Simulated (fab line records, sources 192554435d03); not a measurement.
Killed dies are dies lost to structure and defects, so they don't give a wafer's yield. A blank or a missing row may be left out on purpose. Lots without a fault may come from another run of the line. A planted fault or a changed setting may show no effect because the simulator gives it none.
Split-lot experiment | flow n5_finfet | 7 lots, 21 wafers read, on a route of 1938 steps

THE SPLIT
At N5_BEOL_M14_COAT_66 (time 60 s, resist thk 110 nm), the setting spin_rpm was moved away from the recipe's 1500 rpm on 7 of the 21 wafers read, by -5.9% to +11.0%. The other wafers ran this setting at the recipe's value.

FROM THE SPLIT TO THE READING: what the file shows between them, 7 steps
- N5_BEOL_M14_EXPOSE_25: exposes mask M14, target cd 280 nm (also split here: dose_mj)
- N5_BEOL_M14_PEB_26: peb time 90 s
- N5_BEOL_M14_DEVELOP_27: develop time 45 s
- N5_BEOL_M14_HARDBAKE_32: time 120 s
- N5_BEOL_M14_CD_MEAS_28: target cd 284.4 nm
- N5_BEOL_M14_DESCUM_33: chemistry O2, time 7.9 s
- N5_BEOL_M14_ETCH_67: etches SiARC in CF4, target depth 143 nm, time 238.3 s

THE READING
SiARC_of_BEOL_M14_COAT_66.thk_nm (the simulator's own value, which no gauge read), in nm, at N5_BEOL_M14_ETCH_68 (etches SOC in N2/H2, time 450 s). The file gives no usual value for it. The 14 wafers here that ran the recipe average 65.5 nm, standard deviation 0.68 nm.

wafer  | tool, chamber at the split | spin_rpm as run, rpm | against the recipe | SiARC_of_BEOL_M14_COAT_66.thk_nm, nm | against lot-mates on the recipe
L075.1 | litho_track-04, 0          | 1500                 | recipe             | 64.4                                 | -
L075.2 | litho_track-04, 0          | 1500                 | recipe             | 63.8                                 | -
L075.3 | litho_track-04, 0          | 1665                 | +11.0%             | 59.8                                 | -4.3
L076.2 | litho_track-04, 0          | 1500                 | recipe             | 66.4                                 | -
L076.3 | litho_track-04, 0          | 1500                 | recipe             | 64.8                                 | -
L076.6 | litho_track-04, 0          | 1500                 | recipe             | 66                                   | -
L077.1 | litho_track-04, 0          | 1646                 | +9.7%              | 59.4                                 | -6.4
L077.5 | litho_track-04, 0          | 1500                 | recipe             | 65.8                                 | -
L077.6 | litho_track-04, 0          | 1500                 | recipe             | 65.8                                 | -
L081.4 | litho_track-05, 0          | 1435                 | -4.3%              | 67                                   | +1.6
L081.5 | litho_track-05, 0          | 1435                 | -4.3%              | 67.6                                 | +2.2
L081.6 | litho_track-05, 0          | 1500                 | recipe             | 65.4                                 | -
L080.1 | litho_track-03, 0          | 1500                 | recipe             | 65.4                                 | -
L080.3 | litho_track-03, 0          | 1500                 | recipe             | 65.8                                 | -
L080.6 | litho_track-03, 0          | 1500                 | recipe             | 65.8                                 | -
L084.1 | litho_track-03, 0          | 1626                 | +8.4%              | 61.6                                 | -4.0
L084.5 | litho_track-03, 0          | 1626                 | +8.4%              | 60.2                                 | -5.4
L084.6 | litho_track-03, 0          | 1500                 | recipe             | 65.6                                 | -
L092.2 | litho_track-04, 0          | 1411                 | -5.9%              | 70.4                                 | +4.4
L092.3 | litho_track-04, 0          | 1500                 | recipe             | 66                                   | -
L092.4 | litho_track-04, 0          | 1500                 | recipe             | 66                                   | -

THE FIT
A straight line over all 21 wafers: SiARC_of_BEOL_M14_COAT_66.thk_nm changes by -0.569 nm for each +1% of spin_rpm; r = -0.96; the points scatter about the line by 0.78 nm.
The same after taking each lot's own level away (the mean of its wafers on the recipe; 21 wafers): -0.539 nm for each +1%; r = -0.96; scatter 0.68 nm.
On that fit, the largest move of spin_rpm shifts the reading by 5.9 nm.
The lots' own levels span 64.10 to 66.00 nm, that is 2.8 times the standard deviation above.
So the lot-to-lot level changes the slope little: the two slopes agree.
Check: with one of the wafers moved furthest among these (+11.0%) left out of the fit, the line predicts -6.57 nm for it against its lot-mates. It came out at -4.3 nm against them.

OTHER SPLITS ON THESE WAFERS
These wafers also went through other splits before the reading. Each is held against what the fit with the lots' levels taken away leaves over:
other split on the same wafers | wafers away from the commonest value | r with SiARC_of_BEOL_M14_COAT_66.thk_nm (lot level and that fit taken away)
N5_BEOL_M13_COAT_66 spin_rpm   | 5                                    | -0.14
N5_BEOL_M14_EXPOSE_25 dose_mj  | 10                                   | +0.39

THE WHOLE CHAIN: every reading that the file lists as answering this split, in the file's order
step                | what it does                                           | reading                                                                           | change (the file's fit)               | r (the file's)
N5_BEOL_M14_COAT_66 | time 60 s, resist thk 110 nm                           | SiARC_of_BEOL_M14_COAT_66.thk_nm (the simulator's own value, which no gauge read) | -0.529 nm for each +1% of the setting | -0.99
N5_BEOL_M14_ETCH_67 | etches SiARC in CF4, target depth 143 nm, time 238.3 s | etch.depth_nm (the simulator's own value, which no gauge read)                    | -0.529 nm for each +1% of the setting | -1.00
N5_BEOL_M14_ETCH_67 | etches SiARC in CF4, target depth 143 nm, time 238.3 s | coat_of_BEOL_M14_COAT_22.thk_nm (the simulator's own value, which no gauge read)  | +0.32 nm for each +1% of the setting  | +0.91
N5_BEOL_M14_ETCH_68 | etches SOC in N2/H2, time 450 s                        | SiARC_of_BEOL_M14_COAT_66.thk_nm (the simulator's own value, which no gauge read) | -0.539 nm for each +1% of the setting | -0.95

THE FILE'S OWN FIT
SiARC_of_BEOL_M14_COAT_66.thk_nm changes by -0.539 nm for each +1% of spin_rpm, r = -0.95.
